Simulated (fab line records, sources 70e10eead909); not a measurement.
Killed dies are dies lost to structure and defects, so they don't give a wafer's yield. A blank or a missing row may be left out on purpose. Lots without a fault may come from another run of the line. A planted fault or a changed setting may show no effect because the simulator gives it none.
A struck lot beside a sound one | flow nand_harc | 14 steps out of a route of 1302
Sound: wafers L551.1, L551.2, L551.4. Struck: wafers L550.2, L550.3, L550.6. The cause comes at the end.
At each step with rows: each side's tool, then ch and its chambers, then its first start. Under that, the readings that differ: sound wafers | struck wafers | difference of the means | sigmas: that difference in standard deviations of wafers without a fault.
alike: readings whose means differ by less than 2 such deviations, and words and numbers that are the same on both sides. not compared: withheld readings, readings that some wafer has no value for, bounds like >300 that may hide the same value, and numbers for which the record gives no deviation and whose values overlap.
The two part at a step that has a row with sigmas, a row that says differs or no value, or rows on one side only. Numbers that don't overlap but have no deviation are shown without sigmas and don't part them. A reading that every wafer of one side lacks parts them only if that side has two wafers or more.

first, 6 steps without rows for these wafers: NHARC_A_STAIRCASE_EXPOSE_214 (exposes mask STAIR 3); NHARC_A_STAIRCASE_PEB_215 (peb time 130 s); NHARC_A_STAIRCASE_DEVELOP_216 (time 140 s); NHARC_A_STAIRCASE_HARDBAKE_218 (time 140 s); NHARC_A_STAIRCASE_DESCUM_219 (chemistry O2, time 3 s); NHARC_A_STAIRCASE_TRIM_220 (chemistry O2, time 211.2 s).
NHARC_A_STAIRCASE_ETCH_221: etches the open film in C4F8/O2, target depth 100 nm, time 40.5 s.
  sound on rie_diel-08 ch 0,1,2; struck on rie_diel-13 ch 0,2,3
  alike: oes_product_au, rf_fwd_power_W, rf_vpp_V
  not compared: rf_hours_counter_h
NHARC_A_STAIRCASE_TRIM_222: chemistry O2, time 211.2 s.
  sound on rie_diel-08 ch 0,1,3; struck on rie_diel-13 ch 1,2,3
  alike: chamber_pressure_mTorr, drypump_motor_current_A, oes_product_au, rf_vpp_V, showerhead_plenum_p_Torr, throttle_valve_pct
  not compared: rf_hours_counter_h
then, 1 step without rows for these wafers: NHARC_A_STAIRCASE_ETCH_223 (etches the open film in C4F8/O2, target depth 100 nm, time 40.5 s).
NHARC_A_STAIRCASE_TRIM_224: chemistry O2, time 211.2 s.
  sound on rie_diel-08 ch 0,2,3; struck on rie_diel-13 ch 2,3
  alike: chamber_pressure_mTorr, drypump_motor_current_A, oes_product_au, rf_vpp_V, showerhead_plenum_p_Torr, throttle_valve_pct
  not compared: rf_hours_counter_h
NHARC_A_STAIRCASE_ETCH_225: etches the open film in C4F8/O2, target depth 100 nm, time 40.5 s.
  sound on rie_diel-08 ch 0,1,2; struck on rie_diel-13 ch 0,2
  alike: oes_product_au, rf_fwd_power_W, rf_vpp_V
  not compared: rf_hours_counter_h
NHARC_A_STAIRCASE_TRIM_226: chemistry O2, time 211.2 s.
  sound on rie_diel-08 ch 0,1,3, day 22 15:25; struck on rie_diel-13 ch 0,1,2, day 22 05:40
  no value came back on the struck wafers for any of 8 readings (bias_w (W), chamber_pressure_mTorr (mTorr) and others); on the sound wafers bias_w (W) reads 0 0 0
NHARC_A_STAIRCASE_ETCH_227: etches the open film in C4F8/O2, target depth 100 nm, time 40.5 s.
  sound on rie_diel-08 ch 0,1,2; struck on rie_diel-13 ch 1,2,3
  alike: oes_product_au, rf_fwd_power_W, rf_vpp_V
  not compared: rf_hours_counter_h
-- the record jumps here: 8 days lie between the struck wafers' starts before and after (it left off in module A_STAIRCASE and takes up again in module END, whose first step shown is number 1302 of the route) --
NHARC_END_SORT_01:
  sound on prober-01 ch 0, day 30 23:05; struck on prober-01 ch 0, day 30 08:21
  reading         | sound    | struck                                                               | difference                   | sigmas
  hold            | - - -    | await_dispo/1.9h/scrap await_dispo/1.9h/scrap await_dispo/1.9h/scrap | no value on the sound wafers |
  killed_at_array | 57 48 48 | 666 674 675                                                          | +621                         | +37
  killed_dies     | 59 53 56 | 677 677 677                                                          | +621                         | +34
  alike: killed_at_other, killed_at_periphery, killed_open, killed_short

WHERE THEY PART
First at NHARC_A_STAIRCASE_TRIM_226; last, within this record, at NHARC_END_SORT_01.

WHY: what the simulator had put in
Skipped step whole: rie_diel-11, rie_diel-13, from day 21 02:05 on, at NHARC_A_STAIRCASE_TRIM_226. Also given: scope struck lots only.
